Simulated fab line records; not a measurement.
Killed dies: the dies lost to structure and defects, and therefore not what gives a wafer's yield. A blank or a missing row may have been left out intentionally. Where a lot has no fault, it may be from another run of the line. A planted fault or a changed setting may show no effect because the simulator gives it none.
Which tool was responsible? | flow nand-harc | Sampling: 12 lots, 36 wafers, 2 of 1159 route steps

== WHAT THE GAUGES SHOWED, per wafer ==
NHARC_P_GATE_INSPECT_28.
lot  | measured     | on                | raw-defect-count
L075 | day 4 21:40  | defect-inspect-01 | 9 6 1
L077 | day 5 06:19  | defect-inspect-02 | 3 3 8
L079 | day 5 18:46  | defect-inspect-02 | 4 8 13
L081 | day 6 06:13  | defect-inspect-01 | 12 8 6
L083 | day 6 17:41  | defect-inspect-02 | 10 3 6
L085 | day 7 05:56  | defect-inspect-02 | 13 7 10
L087 | day 7 23:22  | defect-inspect-02 | 2 4 2
L089 | day 8 09:43  | defect-inspect-02 | 6 5 7
L091 | day 8 22:38  | defect-inspect-02 | 8 10 7
L093 | day 9 10:13  | defect-inspect-02 | 1 2 2
L095 | day 9 22:56  | defect-inspect-02 | 3 4 7
L097 | day 10 06:38 | defect-inspect-01 | 6 2 11

== WHICH TOOL RAN EACH LOT (tool, then ch and the chambers of the sampled wafers, then the start) ==
lot  | NHARC_P_ZERO_WELL_RTA_42
L075 | rtp-anneal-01 ch 0, day 2 01:02
L077 | rtp-anneal-02 ch 0, day 2 13:02
L079 | rtp-anneal-02 ch 0, day 3 00:49
L081 | rtp-anneal-02 ch 0, day 3 13:07
L083 | rtp-anneal-02 ch 0, day 4 01:00
L085 | rtp-anneal-01 ch 0, day 4 13:00
L087 | rtp-anneal-01 ch 0, day 5 01:08
L089 | rtp-anneal-02 ch 0, day 5 12:56
L091 | rtp-anneal-02 ch 0, day 6 00:53
L093 | rtp-anneal-01 ch 0, day 6 13:11
L095 | rtp-anneal-02 ch 0, day 7 00:49
L097 | rtp-anneal-02 ch 0, day 7 12:46
- NHARC_P_ZERO_WELL_RTA_42: time 300 s.

== THE ANSWER, worked out from the rows above alone ==
Rule: what is usual is taken from the lots themselves. The widest of any qualifying gaps counts: lots, ordered by their means at a reading, are off when they make up no more than a third of the lots, leave a main group of 4 or more, and stand apart from it by 3 or more times the standard deviation of that group's means. The tables above print the reading to a certain number of digits; a main group whose means all agree to those digits is not used. Also off: a lot with no number at a reading for which 4 or more lots have one. All remaining lots with rows at the step are treated as sound.
No lot is off at any reading shown: from this, nothing can be told.

== WHAT THE SIMULATOR HAD PUT IN ==
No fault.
